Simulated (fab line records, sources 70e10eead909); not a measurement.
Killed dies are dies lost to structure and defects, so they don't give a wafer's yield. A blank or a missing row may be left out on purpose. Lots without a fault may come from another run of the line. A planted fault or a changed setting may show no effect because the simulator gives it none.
Chamber matching | flow nand_harc | NHARC_A_BONDPAD_ETCH_34 on rie_diel-10: 4 sister chambers
The step etches the open film in N2/H2, target depth 60 nm, overetch 18 nm, time 65.91 s. 8 wafers are shown with their chamber, then 9 later ones without.

WAFERS WITH THEIR CHAMBER
wafer  | chamber | drypump_motor_current_A (A) | rf_vpp_V (V)
L846.4 | 2       | 5.6                         | 428.7
L852.4 | 3       | 6.3                         | 433.8
L852.6 | 1       | 6.7                         | 432.8
L853.1 | 2       | 5.5                         | 428.3
L853.2 | 3       | 6.3                         | 433.4
L862.3 | 0       | 6.2                         | 428.0
L862.5 | 0       | 6.2                         | 428.8
L862.6 | 1       | 6.7                         | 432.6

WAFERS WITHOUT THEIR CHAMBER
wafer  | drypump_motor_current_A (A) | rf_vpp_V (V)
L865.2 | 6.7                         | 433.7
L865.5 | 6.3                         | 432.7
L865.6 | 5.6                         | 426.8
L864.2 | 6.3                         | 432.7
L864.3 | 5.6                         | 428.0
L864.6 | 6.7                         | 434.2
L866.2 | 6.8                         | 433.3
L866.3 | 5.5                         | 427.4
L866.6 | 6.8                         | 433.7

WHICH CHAMBER EACH WENT THROUGH
wafer  | from the rows above | in truth
L865.2 | 1                   | 1
L865.5 | 3                   | 3
L865.6 | 2                   | 2
L864.2 | 3                   | 3
L864.3 | 2                   | 2
L864.6 | 1                   | 1
L866.2 | 1                   | 1
L866.3 | 2                   | 2
L866.6 | 1                   | 1
Placed correctly: 9 of 9. Can't be placed from these rows: 0. Placed wrongly: 0.
How it was worked out, from the rows above alone: a wafer's distance from a chamber is the root of the sum, over the readings, of the square of ((its reading less the chamber's mean) divided by the reading's scatter). The wafer belongs to the nearest chamber; if the next one is less than 2 further off, it can't be placed. A chamber's mean is the mean of its shown wafers. The scatter: the root of (the sum of the squares of (reading less its chamber's mean) over the shown wafers, divided by (wafers less chambers)).
